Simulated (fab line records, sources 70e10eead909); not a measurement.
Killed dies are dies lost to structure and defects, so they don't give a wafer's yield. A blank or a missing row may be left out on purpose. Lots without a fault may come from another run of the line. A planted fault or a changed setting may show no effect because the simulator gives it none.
fab line records | flow nand_harc | part 1 of 2: steps 1 to 27 of 35
record lots=5 wafers=15 last_day=21
route steps=1159 shown A_WL_FILL@829 A_CONTACT@840
lots that met no fault: from a run of the same line without faults
start_h: hours from the record's first day to the start of the lot's first wafer shown | wait_h: hours since the lot's step before | " the same as in the row above | L1.1+2: a row that stands for several wafers | - no value, or no start given | * or withheld: withheld | < > ~ a bound
route shown NAME@n: a module of which the file shows steps, and the number in the route of the first | usual: mean/standard deviation of fault-free wafers | same: alike in all rows | chamber/n: place in a boat | sites: the reading at each site | _std_site: their standard deviation | _edge_site: outer sites' mean less inner sites' | radius_mm: how far each site lies from the wafer's centre | mask NAME#n: copy n | behind: the tool/chamber that last shaped the wafer | hold: why the lot was held/for how many hours/how that ended | device: the transistor (n, p or np) that didn't switch | end of line: the same wafers' tests at the end of the route | a step without rows: its recipe alone | killed: dies lost to structure and defects at the first sort, not the wafer's yield | map: a wafer's dies, x killed, . not, _ none there
set.NAME: the setting as run; set.NAME@STEP: as run at that earlier step | model.NAME: the simulator's own value behind a step, which no gauge read
lots at some steps of the route; a table a step, a row a wafer
services: from which hour (start_h, from the record's first day; less than 0 if before it) a tool's chamber was out of use, for how many hours, and why
## steps
# step NHARC_A_WL_FILL_ETCHBACK_26
# recipe target_depth_a=520 time_s=13.3 hbr_flow_sccm=150 rf_w=350 icp_w=350 bias_w=60 chemistry=HBr
# usual drypump_motor_current_A=5.8/0.45 oes_product_au=1.001/0.014 throttle_valve_pct=23.267/0.0089
# columns lot.wafer tool chamber start_h wait_h drypump_motor_current_A oes_product_au rf_hours_counter_h throttle_valve_pct
L074.2 rie_si-06 2 355.10 0.4 6.1 1.023 0.9 23.267
L074.1 " 0 " " 6.4 1.013 1.1 23.254
L074.6 " 2 " " 6.1 1.021 - 23.260
L078.3 rie_si-01 3 374.26 0.4 6.4 0.996 0.5 23.262
L078.5 " 1 " " 5.5 1.001 - 23.284
L078.6 " 2 " " 5.9 0.994 - 23.253
L083.1 rie_si-01 0 407.49 0.4 5.9 0.999 0.7 23.274
L083.6 " 1 " " 5.5 0.994 - 23.268
L083.5 " 2 " " 5.9 0.990 - 23.277
L085.1 rie_si-01 3 433.52 0.4 6.4 0.989 0.9 23.274
L085.3 " 1 " " 5.5 1.000 0.9 23.258
L085.5 " 0 " " 5.9 0.993 - 23.259
L087.3 rie_si-06 1 433.53 0.4 5.9 1.007 0.3 23.264
L087.1 " 3 " " 5.1 1.019 0.4 23.265
L087.5 " 1 " " 5.9 1.005 - 23.248
# step NHARC_A_WL_FILL_PRECLEAN_30
# recipe time_s=10 chemistry=dHF
# columns lot.wafer tool chamber start_h wait_h
L074.2+1+6 wet_bench-02 1,4,5 355.23 0.1
L078.5+6+3 wet_bench-03 4,5,6 374.38 0.1
L083.6+5+1 wet_bench-03 7,0,2 407.60 0.1
L085.1+3+5 wet_bench-03 0,3,4 433.67 0.1
L087.1+5+3 wet_bench-02 4,5,7 433.67 0.1
# step NHARC_A_WL_FILL_SRD_14
# columns lot.wafer tool chamber start_h wait_h
L074.2+1+6 wet_bench-02 1,4,5 355.25 0.0
L078.5+6+3 wet_bench-03 4,5,6 374.40 0.0
L083.6+5+1 wet_bench-03 7,0,2 407.62 0.0
L087.1+5+3 wet_bench-02 4,5,7 433.69 0.0
L085.1+3+5 wet_bench-03 0,3,4 433.69 0.0
# step NHARC_A_WL_FILL_ALD_19
# recipe target_thk_a=20 pulse_time_s=3 ald_cycles=100 temp_c=450 material=TiN
# usual heater_power_w=1089/110 precursor_pulse_height_rel=0.999/0.022
# columns lot.wafer tool chamber start_h wait_h heater_power_w precursor_pulse_height_rel
L074.2 ald_metal-03 0 355.35 0.1 882 1.009
L074.1 " 1 " " 1136 1.040
L074.6 " 1 " " 1133 0.991
L078.3 ald_metal-02 1 374.54 0.1 1234 1.000
L078.5 " 3 " " 900 0.977
L078.6 " 0 " " 1112 1.010
L083.1 ald_metal-03 3 407.73 0.1 1184 1.020
L083.5 " 3 " " 1215 0.969
L083.6 " 0 " " 900 1.002
L087.1 ald_metal-03 2 433.79 0.1 1042 1.015
L087.3 " 3 " " 1187 1.025
L087.5 " 2 " " 1013 0.994
L085.3 ald_metal-01 0 433.81 0.1 966 0.983
L085.1 " 2 " " 1199 0.952
L085.5 " 0 " " 954 0.983
# step NHARC_A_WL_FILL_CVD_20
# recipe target_thk_a=750 temp_c=300 pressure_torr=40 wf6_flow_sccm=40 h2_flow_sccm=1600 ar_flow_sccm=1560 time_s=5064 material=W
# usual heater_power_w=520/37 throttle_valve_pct=7.74/0.2
# columns lot.wafer tool chamber start_h wait_h heater_power_w throttle_valve_pct
L074.1 cvd_w-01 0 - - 467 7.54
L074.2 " 1 " " 532 7.92
L074.6 " 0 " " 473 7.76
L078.3 cvd_w-01 0 - - 463 7.84
L078.6 " 0 " " 467 7.70
L078.5 " 1 " " 536 7.81
L083.1 cvd_w-01 1 - - 542 7.85
L083.6 " 1 " " 543 7.90
L083.5 " 0 " " 461 7.79
L087.1 cvd_w-02 0 - - 491 7.67
L087.3 " 1 " " 559 7.84
L087.5 " 1 " " 544 7.53
L085.1 cvd_w-01 0 - - 465 7.89
L085.3 " 1 " " 539 7.82
L085.5 " 1 " " 536 7.91
# step NHARC_A_WL_FILL_CMP_12
# recipe t_overpolish_s=30 target_thk_nm=75
# usual motor_current_A=11.6/0.8 overpolish_run_s=30.000/0.0084 time_to_endpoint_s=14.5/2.1
# columns lot.wafer tool chamber start_h wait_h motor_current_A overpolish_run_s time_to_endpoint_s
L074.2 cmp-01 1 360.66 3.6 11.1 30.010 9.7
L074.1 " 2 " " 11.2 29.992 13.5
L074.6 " 1 " " 11.3 29.993 14.1
L078.3 cmp-03 0 381.20 3.0 12.0 30.017 13.9
L078.6 " 1 " " 12.1 29.990 17.7
L078.5 " 2 " " 12.9 29.984 17.2
L083.1 cmp-02 1 413.13 4.3 12.1 30.004 17.5
L083.6 " 1 " " 11.4 29.998 17.5
L083.5 " 2 " " 13.3 29.989 16.0
L087.3 cmp-02 3 439.05 2.9 10.6 30.004 13.7
L087.1 " 1 " " 12.4 30.004 16.5
L087.5 " 2 " " 13.8 29.997 14.6
L085.1 cmp-01 2 439.58 3.6 12.0 30.007 12.7
L085.3 " 3 " " 11.8 29.999 10.1
L085.5 " 2 " " 11.8 29.997 13.7
# step NHARC_A_WL_FILL_SRD_31
# columns lot.wafer tool chamber start_h wait_h
L074.2+6+1 wet_bench-07 3,5,6 360.97 0.0
L078.5+3+6 wet_bench-03 6,7,1 381.44 0.0
L083.1+5+6 wet_bench-07 7,2,4 413.45 0.0
L087.1+5+3 wet_bench-02 1,4,5 439.35 0.0
L085.1+5+3 wet_bench-02 2,3,6 439.91 0.0
# step NHARC_A_WL_FILL_INSPECT_15
# usual raw_defect_count=384/130
# columns lot.wafer tool chamber start_h wait_h raw_defect_count
L074.1 defect_inspect-01 - 361.13 0.0 273
L074.2 " - " " 355
L074.6 " - " " 295
L078.3 defect_inspect-02 - 381.61 0.0 385
L078.5 " - " " 380
L078.6 " - " " 575
L083.1 defect_inspect-01 - 413.62 0.0 332
L083.5 " - " " 254
L083.6 " - " " 343
L087.1 defect_inspect-01 - 439.53 0.0 764
L087.3 " - " " 405
L087.5 " - " " 443
L085.1 defect_inspect-02 - 440.06 0.1 315
L085.3 " - " " 276
L085.5 " - " " 299
# step NHARC_A_CONTACT_DEP_24
# recipe target_thk_a=5000 temp_c=400 pressure_torr=6.5 rf_w=900 teos_flow_sccm=161.4 flow_sccm=2650 target_thk_nm=500 gas=O2 material=SiO2
# usual heater_power_w=524/69 throttle_valve_pct=15.7/0.56
# columns lot.wafer tool chamber start_h wait_h heater_power_w throttle_valve_pct
L074.1 pecvd-01 1 361.19 0.1 559 16.6
L074.2 " 0 " " 533 15.9
L074.6 " 1 " " 577 16.5
L078.3 pecvd-01 0 381.74 0.1 532 15.9
L078.6 " 2 " " 643 15.7
L078.5 " 1 " " 450 16.4
L083.1 pecvd-02 0 413.86 0.2 510 14.9
L083.5 " 0 " " 566 15.1
L083.6 " 1 " " 496 15.5
L087.3 pecvd-02 1 439.60 0.1 527 15.7
L087.1 " 0 " " 523 15.1
L087.5 " 2 " " 400 15.2
L085.1 pecvd-02 1 440.19 0.1 581 15.7
L085.3 " 2 " " 360 15.6
L085.5 " 2 " " 383 15.5
# step NHARC_A_CONTACT_DEP_28
# recipe target_thk_a=36000 temp_c=400 material=aC
# usual throttle_valve_pct=35.000/0.0083
# columns lot.wafer tool chamber start_h wait_h throttle_valve_pct
L074.1 acl_dep-01 0 361.81 0.1 35.006
L074.2 " 0 " " 34.990
L074.6 " 0 363.63 1.9 34.991
L078.3 acl_dep-02 0 383.02 0.8 34.993
L078.5 " 0 " " 34.991
L078.6 " 0 " " 35.010
L083.1 acl_dep-02 0 416.35 1.8 35.013
L083.5 " 0 417.81 3.2 35.004
L083.6 " 0 " " 34.997
L087.1 acl_dep-01 0 440.20 0.1 35.007
L087.3 " 0 " " 34.991
L087.5 " 0 " " 35.003
L085.1 acl_dep-02 0 441.77 1.1 35.007
L085.3 " 0 " " 34.997
L085.5 " 0 " " 34.992
# step NHARC_A_CONTACT_DEP_29
# recipe target_thk_a=700 target_thk_nm=70 temp_c=400 pressure_torr=3.5 flow_sccm=200 rf_w=350 material=SiON
# usual heater_power_w=723/75
# columns lot.wafer tool chamber start_h wait_h heater_power_w
L074.1 pecvd-01 1 364.02 1.8 778
L074.2 " 2 " " 822
L074.6 " 2 " " 817
L078.3 pecvd-03 0 384.67 1.3 716
L078.6 " 2 " " 726
L078.5 " 0 " " 730
L083.1 pecvd-03 1 418.64 1.9 630
L083.5 " 2 " " 743
L083.6 " 1 " " 642
L087.3 pecvd-02 2 442.45 1.1 524
L087.1 " 0 " " 668
L087.5 " 1 " " 757
L085.1 pecvd-01 2 444.03 1.9 809
L085.3 " 0 " " 689
L085.5 " 2 " " 833
# step NHARC_A_CONTACT_DEHYDRATE_32
# recipe temp_c=150 time_s=120
# columns lot.wafer tool chamber start_h wait_h
L074.1+2+6 litho_track-06 0 364.28 0.2
L078.3+5+6 litho_track-06 0 384.91 0.2
L083.1+5+6 litho_track-01 0 418.88 0.2
L087.1+3+5 litho_track-06 0 442.72 0.2
L085.1+3+5 litho_track-06 0 444.30 0.2
# step NHARC_A_CONTACT_HMDS_33
# recipe time_s=30
# columns lot.wafer tool chamber start_h wait_h
L074.1+2+6 litho_track-06 0 - -
L078.3+5+6 litho_track-06 0 - -
L083.1+5+6 litho_track-01 0 - -
L087.1+3+5 litho_track-06 0 - -
L085.1+3+5 litho_track-06 0 - -
# step NHARC_A_CONTACT_COAT_34
# recipe temp_c=260 time_s=75
# columns lot.wafer tool chamber start_h wait_h
L074.1+2+6 litho_track-06 0 - -
L078.3+5+6 litho_track-06 0 - -
L083.1+5+6 litho_track-01 0 - -
L087.1+3+5 litho_track-06 0 - -
L085.1+3+5 litho_track-06 0 - -
# step NHARC_A_CONTACT_COAT_35
# recipe temp_c=225 time_s=65
# columns lot.wafer tool chamber start_h wait_h
L074.1+2+6 litho_track-06 0 - -
L078.3+5+6 litho_track-06 0 - -
L083.1+5+6 litho_track-01 0 - -
L087.1+3+5 litho_track-06 0 - -
L085.1+3+5 litho_track-06 0 - -
# step NHARC_A_CONTACT_COAT_36
# recipe spin_rpm=1500 resist_thk_nm=90
# columns lot.wafer tool chamber start_h wait_h
L074.1+2+6 litho_track-06 0 - -
L078.3+5+6 litho_track-06 0 - -
L083.1+5+6 litho_track-01 0 - -
L087.1+3+5 litho_track-06 0 - -
L085.1+3+5 litho_track-06 0 - -
# step NHARC_A_CONTACT_SOFTBAKE_37
# recipe temp_c=105 time_s=55
# columns lot.wafer tool chamber start_h wait_h
L074.1+2+6 litho_track-06 0 - -
L078.3+5+6 litho_track-06 0 - -
L083.1+5+6 litho_track-01 0 - -
L087.1+3+5 litho_track-06 0 - -
L085.1+3+5 litho_track-06 0 - -
# step NHARC_A_CONTACT_EBR_38
# columns lot.wafer tool chamber start_h wait_h
L074.1+2+6 litho_track-06 0 - -
L078.3+5+6 litho_track-06 0 - -
L083.1+5+6 litho_track-01 0 - -
L087.1+3+5 litho_track-06 0 - -
L085.1+3+5 litho_track-06 0 - -
# step NHARC_A_CONTACT_EXPOSE_39
# recipe na=1.35 sigma_outer=0.8 dose_mj=58.79 mask_id=A_CC_3
# columns lot.wafer tool chamber start_h wait_h mask
L074.1+2+6 arfi_scanner-03 0 364.59 - A_CC_3#0
L078.3+5+6 arfi_scanner-01 0 385.23 - A_CC_3#0
L083.1+5+6 arfi_scanner-01 0 419.19 - A_CC_3#0
L087.1+3+5 arfi_scanner-01 0 442.90 - A_CC_3#0
L085.1+3+5 arfi_scanner-02 0 444.61 - A_CC_3#0
# step NHARC_A_CONTACT_PEB_40
# recipe peb_temp_c=100 peb_time_s=65
# columns lot.wafer tool chamber start_h wait_h
L074.1+2+6 litho_track-06 0 364.66 0.1
L078.3+5+6 litho_track-06 0 385.28 0.0
L083.1+5+6 litho_track-06 0 419.25 0.1
L087.1+3+5 litho_track-04 0 442.96 0.1
L085.1+3+5 litho_track-06 0 444.67 0.1
# step NHARC_A_CONTACT_DEVELOP_41
# recipe develop_time_s=35 dev_temp_c=23
# same develop_time_s=35
# columns lot.wafer tool chamber start_h wait_h
L074.1+2+6 litho_track-06 0 - -
L078.3+5+6 litho_track-06 0 - -
L083.1+5+6 litho_track-06 0 - -
L087.1+3+5 litho_track-04 0 - -
L085.1+3+5 litho_track-06 0 - -
# step NHARC_A_CONTACT_CD_MEAS_42
# recipe target_cd_nm=200 landing_energy_ev=500
# usual cd_nm=200.2/0.49
# columns lot.wafer tool chamber start_h wait_h cd_nm
L074.1 cd_sem-01 0 364.74 - 199.9
L074.2 " 0 " " 200.6
L074.6 " 0 " " 200.3
L078.3 cd_sem-01 0 385.36 - 199.5
L078.5 " 0 " " 200.4
L078.6 " 0 " " 201.1
L083.1 cd_sem-02 0 419.33 - 200.2
L083.5 " 0 " " 200.7
L083.6 " 0 " " 200.9
L087.1 cd_sem-03 0 443.04 - 200.4
L087.3 " 0 " " 200.1
L087.5 " 0 " " 199.7
L085.1 cd_sem-02 0 444.75 - 200.9
L085.3 " 0 " " 200.6
L085.5 " 0 " " 200.3
# step NHARC_A_CONTACT_OVL_MEAS_43
# usual overlay_x_nm=0.2/0.89 overlay_y_nm=0.0/0.99
# columns lot.wafer tool chamber start_h wait_h overlay_x_nm overlay_y_nm
L074.1 overlay-02 - 364.82 - 0.1 -0.9
L074.2 " - " " 1.2 -0.9
L074.6 " - " " -0.1 -0.7
L078.3 overlay-01 - 385.45 - -1.3 -0.4
L078.5 " - " " -1.5 -0.2
L078.6 " - " " -0.4 -0.4
L083.1 overlay-02 - 419.42 - -0.6 -0.4
L083.5 " - " " 0.1 -0.6
L083.6 " - " " -0.2 0.0
L087.1 overlay-01 - 443.13 - 1.9 -1.4
L087.3 " - " " 1.6 -1.3
L087.5 " - " " 1.0 -1.5
L085.1 overlay-02 - 444.84 - 0.0 0.6
L085.3 " - " " 0.2 0.0
L085.5 " - " " 0.5 -0.3
# step NHARC_A_CONTACT_INSPECT_44
# usual raw_defect_count=27/13
# columns lot.wafer tool chamber start_h wait_h raw_defect_count
L074.1 defect_inspect-01 - 364.86 0.0 15
L074.2 " - " " 25
L074.6 " - " " 18
L078.3 defect_inspect-01 - 385.49 0.0 34
L078.5 " - " " 34
L078.6 " - " " 30
L083.1 defect_inspect-01 - 419.45 0.0 20
L083.5 " - " " 27
L083.6 " - " " 19
L087.1 defect_inspect-02 - 443.17 0.0 11
L087.3 " - " " 8
L087.5 " - " " 13
L085.1 defect_inspect-02 - 444.88 0.0 27
L085.3 " - " " 19
L085.5 " - " " 26
# step NHARC_A_CONTACT_DESCUM_47
# recipe time_s=3 o2_flow_sccm=200 ar_flow_sccm=0 bias_power_w=0 chemistry=O2
# usual drypump_motor_current_A=5.9/0.55 o2_flow_sccm=200.0/0.63 oes_product_au=1.000/0.01 rf_vpp_V=57.7/0.79 showerhead_plenum_p_Torr=1.91/0.075 throttle_valve_pct=11.312/0.0089
# columns lot.wafer tool chamber start_h wait_h drypump_motor_current_A o2_flow_sccm oes_product_au rf_hours_counter_h rf_vpp_V showerhead_plenum_p_Torr throttle_valve_pct
L074.2 rie_diel-12 2 364.92 0.1 5.6 200.1 0.988 58 56.8 1.82 11.313
L074.1 " 3 " " 5.8 200.2 0.987 54 56.8 1.84 11.317
L074.6 " 3 " " 5.8 200.2 0.988 - 59.0 1.84 11.314
L078.3 rie_diel-02 0 385.55 0.1 6.5 199.3 0.984 17 57.6 1.86 11.309
L078.6 " 3 " " 6.1 199.5 0.998 - 57.1 1.98 11.311
L078.5 " 0 " " 6.5 198.7 0.991 - 58.1 1.86 11.317
L083.1 rie_diel-02 2 419.51 0.1 5.4 200.9 1.015 34 57.5 2.07 11.328
L083.5 " 2 " " 5.4 200.2 1.019 - 57.8 2.07 11.323
L083.6 " 3 " " 6.1 199.3 0.999 - 57.1 1.98 11.305
L087.1 rie_diel-02 1 443.24 0.1 6.7 199.8 1.007 38 57.9 1.86 11.326
L087.3 " 2 " " 5.4 200.0 0.996 42 59.6 2.06 11.312
L087.5 " 1 " " 6.7 200.0 0.998 - 58.3 1.86 11.320
L085.3 rie_diel-01 0 444.94 0.1 5.7 199.7 1.001 25 58.1 1.89 11.296
L085.1 " 1 " " 5.3 199.8 0.986 24 57.7 1.99 11.298
L085.5 " 1 " " 5.4 199.1 0.999 - 58.2 1.99 11.314
# step NHARC_A_CONTACT_ETCH_48
# recipe target_depth_a=390 over_etch_frac=0.3 time_s=65 ion_energy_ev=80 cf4_flow_sccm=150 ar_flow_sccm=0 rf_w=300 bias_w=100 chemistry=CF4
# usual drypump_motor_current_A=5.9/0.55 oes_product_au=0.999/0.0095 rf_vpp_V=151.3/1.1 showerhead_plenum_p_Torr=1.77/0.065 throttle_valve_pct=13.284/0.0095
# same over_etch_frac=0.3
# columns lot.wafer tool chamber start_h wait_h drypump_motor_current_A oes_product_au rf_hours_counter_h rf_vpp_V showerhead_plenum_p_Torr throttle_valve_pct
L074.1 rie_diel-12 1 365.06 0.1 5.3 0.987 58 153.6 1.80 13.285
L074.2 " 3 " " 5.9 0.972 54 149.4 1.71 13.281
L074.6 " 1 " " 5.4 0.992 - 150.9 1.80 13.294
L078.3 rie_diel-02 1 385.78 0.2 6.7 0.997 18 151.4 1.73 13.280
L078.5 " 3 " " 6.1 0.987 - 150.5 1.83 13.290
L078.6 " 0 " " 6.6 0.984 - 151.3 1.72 13.284
L083.1 rie_diel-02 0 419.62 0.1 6.6 0.996 29 150.8 1.72 13.292
L083.5 " 1 " " 6.7 1.012 - 149.8 1.73 13.292
L083.6 " 2 " " 5.4 1.011 - 153.3 1.90 13.277
L087.3 rie_diel-02 2 443.32 0.1 5.4 1.007 42 152.6 1.90 13.277
L087.1 " 0 " " 6.5 1.000 37 151.5 1.72 13.283
L087.5 " 1 " " 6.7 1.007 - 150.8 1.72 13.274
L085.1 rie_diel-01 1 445.02 0.1 5.4 0.995 24 151.5 1.84 13.277
L085.3 " 2 " " 5.1 1.009 23 153.6 1.71 13.270
L085.5 " 2 " " 5.1 1.002 - 150.5 1.71 13.272
# step NHARC_A_CONTACT_ETCH_49
# recipe target_depth_a=2600 over_etch_frac=0.3 time_s=475.3 ion_energy_ev=200 n2_flow_sccm=150 h2_flow_sccm=150 ar_flow_sccm=0 rf_w=400 bias_w=150 chemistry=N2/H2
# usual drypump_motor_current_A=5.9/0.54 n2_flow_sccm=150.1/0.47 oes_product_au=0.999/0.0091 rf_vpp_V=430.6/2.5 showerhead_plenum_p_Torr=2.04/0.084 throttle_valve_pct=14.171/0.0087
# same over_etch_frac=0.3
# columns lot.wafer tool chamber start_h wait_h drypump_motor_current_A n2_flow_sccm oes_product_au rf_hours_counter_h rf_vpp_V showerhead_plenum_p_Torr throttle_valve_pct
L074.1 rie_diel-12 3 - - 5.9 149.9 0.985 54 427.7 1.96 14.182
L074.2 " 0 " " 6.7 149.9 1.002 56 429.3 2.00 14.156
L074.6 " 2 " " 5.6 149.5 0.997 - 428.1 1.93 14.181
L078.3 rie_diel-02 3 - - 6.2 150.0 1.009 21 433.2 2.11 14.168
L078.6 " 3 " " 6.1 150.3 1.000 - 431.2 2.11 14.156
L078.5 " 0 " " 6.6 150.0 0.993 - 428.7 1.98 14.168
L083.1 rie_diel-02 3 - - 6.1 150.7 0.991 33 432.7 2.11 14.159
L083.6 " 2 " " 5.4 148.9 1.023 - 434.9 2.21 14.174
L083.5 " 3 " " 6.1 149.8 1.001 - 432.3 2.11 14.172
L087.1 rie_diel-02 0 - - 6.5 149.9 1.001 37 427.3 1.97 14.182
L087.3 " 2 " " 5.4 150.8 1.005 42 432.8 2.20 14.149
L087.5 " 0 " " 6.6 149.6 0.999 - 427.1 1.97 14.171
L085.1 rie_diel-01 0 - - 5.7 151.0 0.999 25 431.1 2.01 14.166
L085.3 " 1 " " 5.4 150.0 0.995 24 433.3 2.13 14.180
L085.5 " 3 " " 6.2 150.3 0.997 - 428.4 1.97 14.175
